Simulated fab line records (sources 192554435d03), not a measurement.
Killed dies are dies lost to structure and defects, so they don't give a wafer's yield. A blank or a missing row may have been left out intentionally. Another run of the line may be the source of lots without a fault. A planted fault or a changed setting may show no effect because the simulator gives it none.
Matching of chambers	flow n5Finfet	N5_BEOL_M10_ALD_74 on aldMetal-03: 4 sister chambers
The step deposits TaN, target thk 2 nm, pulse time 2 s, purge time 3 s. 18 wafers are shown with their chamber, then 9 later ones without.

WAFERS, EACH WITH ITS CHAMBER
wafer	chamber	heaterPowerW (W)
L075.1	1	420
L075.2	2	520
L075.3	0	391
L080.1	1	420
L080.3	0	379
L080.4	1	420
L082.2	1	410
L082.4	3	367
L082.5	2	512
L084.1	1	415
L084.5	1	408
L084.6	2	520
L083.3	0	381
L083.4	1	419
L083.5	0	377
L085.2	0	391
L085.4	1	422
L085.5	2	505

SIGNATURES (means of the wafers above)
reading	chamber 0	chamber 1	chamber 2	chamber 3	scatter within a chamber
heaterPowerW	383.80	416.75	514.25	367.00	6.14
Rule: a wafer's distance from a chamber is the root of the sum, over the readings, of the square of ((its reading less the chamber's mean) divided by the reading's scatter). The wafer belongs to the nearest chamber; if the next one is less than 2 further off, it can't be placed. The scatter: the root of (the sum of the squares of (reading less its chamber's mean) over the shown wafers, divided by (wafers less chambers)).

WAFERS WHOSE CHAMBER IS MISSING
wafer	heaterPowerW (W)
L086.2	386
L086.3	363
L086.6	530
L087.2	404
L087.3	391
L087.5	378
L097.2	391
L097.4	361
L097.5	330

EACH ONE'S CHAMBER
wafer	from the rows above	in truth
L086.2	0	0
L086.3	3	3
L086.6	2	2
L087.2	can't be placed: 1 or 0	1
L087.3	0	0
L087.5	can't be placed: 0 or 3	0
L097.2	0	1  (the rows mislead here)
L097.4	3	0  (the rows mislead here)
L097.5	3	3
Correct placement for 5 of the 9. From these rows, 2 cannot be placed; in 2 the true chamber is one of the candidates. Number placed wrongly: 2.
